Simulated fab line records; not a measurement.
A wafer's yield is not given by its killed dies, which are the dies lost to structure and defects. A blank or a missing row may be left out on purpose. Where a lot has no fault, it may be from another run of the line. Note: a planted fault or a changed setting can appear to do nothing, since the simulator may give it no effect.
Comparing a struck lot with a sound one | flow n5_finfet | 19 steps out of a route of 1938
Sound: these wafers, L365.1, L365.2, L365.5. Wafers struck: L377.1, L377.2, L377.5. Last of all comes the cause.
At each step with rows: each side's tool, then ch and its chambers, then its first start. Under that, the readings that differ: sound wafers | struck wafers | difference of the means | sigmas: that difference in standard deviations of wafers without a fault.
alike: same words and numbers on both sides, and readings whose means sit less than 2 such deviations apart. not compared: any withheld reading, any reading some wafer has no value for, any bound like >300 that may hide the same value, and any number with overlapping values for which the record gives no deviation.
A row with sigmas, a row that says differs or no value, or rows on one side alone: a step with any of these is where the two part. Numbers that have no deviation but don't overlap get no sigmas and don't part them. A reading that every wafer of one side lacks parts them only if that side has two wafers or more.

first, 8 steps without rows for these wafers: N5_BEOL_M4_PRE_CLEAN_56 (time 15 s); N5_BEOL_M4_DEP_57 (deposits SiCN from 3MS/NH3, target thk 8 nm, time 14 s); N5_BEOL_M5_ILD_DEP_00 (deposits SiCOH lowk from DEMS/porogen, target thk 140.64 nm, time 25.9 s); N5_BEOL_M5_CURE_79 (cures SiCOH lowk, time 240 s); N5_BEOL_M5_PECVD_70 (deposits SiO2 from TEOS/O2, target thk 16 nm, time 18 s); N5_BEOL_M5_HM_DEP_02 (deposits TiN, target thk 20 nm); N5_BEOL_M5_COAT_59 (time 60 s, resist thk 60 nm); N5_BEOL_M5_COAT_60 (time 60 s, resist thk 12 nm).
N5_BEOL_M5_COAT_71: time 60 s, resist thk 5 nm.
  sound on litho_track-05 ch 0, day 8 20:04; struck on litho_track-05 ch 0, day 12 01:29
  reading              | sound                | struck               | difference | sigmas
  spin_speed_rpm (rpm) | 1500.4 1500.1 1499.5 | 1650.0 1650.5 1647.9 | +149.5     | +99 or more
then, 7 steps without rows for these wafers: N5_BEOL_M5_COAT_05 (resist thk 30 nm); N5_BEOL_M5_EBR_07; N5_BEOL_M5_SOFTBAKE_06 (time 60 s); N5_BEOL_M5_EXPOSE_08 (exposes mask M5, target cd 28 nm); N5_BEOL_M5_PEB_09 (peb time 60 s); N5_BEOL_M5_DEVELOP_10 (develop time 30 s); N5_BEOL_M5_DESCUM_16 (chemistry O2, time 7 s).
N5_BEOL_M5_ETCH_72: etches underlayer in N2/H2, target depth 6.5 nm, time 5.2 s.
  sound on rie_diel-06 ch 1,3, day 8 20:36; struck on rie_diel-03 ch 0,1,2, day 12 02:02
  reading                  | sound             | struck            | difference | sigmas
  model.etch.depth_nm (nm) | 5.007 5.002 5.004 | 4.761 4.774 4.769 | -0.236     |
  alike: bias_w, drypump_motor_current_A, etch_rf_on_time_s, oes_product_au, rf_vpp_V, showerhead_plenum_p_Torr, throttle_valve_pct
  not compared: rf_hours_counter_h
then, 2 steps without rows for these wafers: N5_BEOL_M5_ETCH_61 (etches SiARC in CF4, target depth 15.6 nm, time 26 s); N5_PASSIVATION_PROBE_49.

== WHERE THEY PART ==
N5_BEOL_M5_COAT_71 only, going by this record. Later steps at which nothing parts them and some readings are alike: N5_BEOL_M5_ETCH_72.

WHY: what had been put in by the simulator
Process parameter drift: litho_track-05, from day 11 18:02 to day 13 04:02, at N5_BEOL_M5_COAT_71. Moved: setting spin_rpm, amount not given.
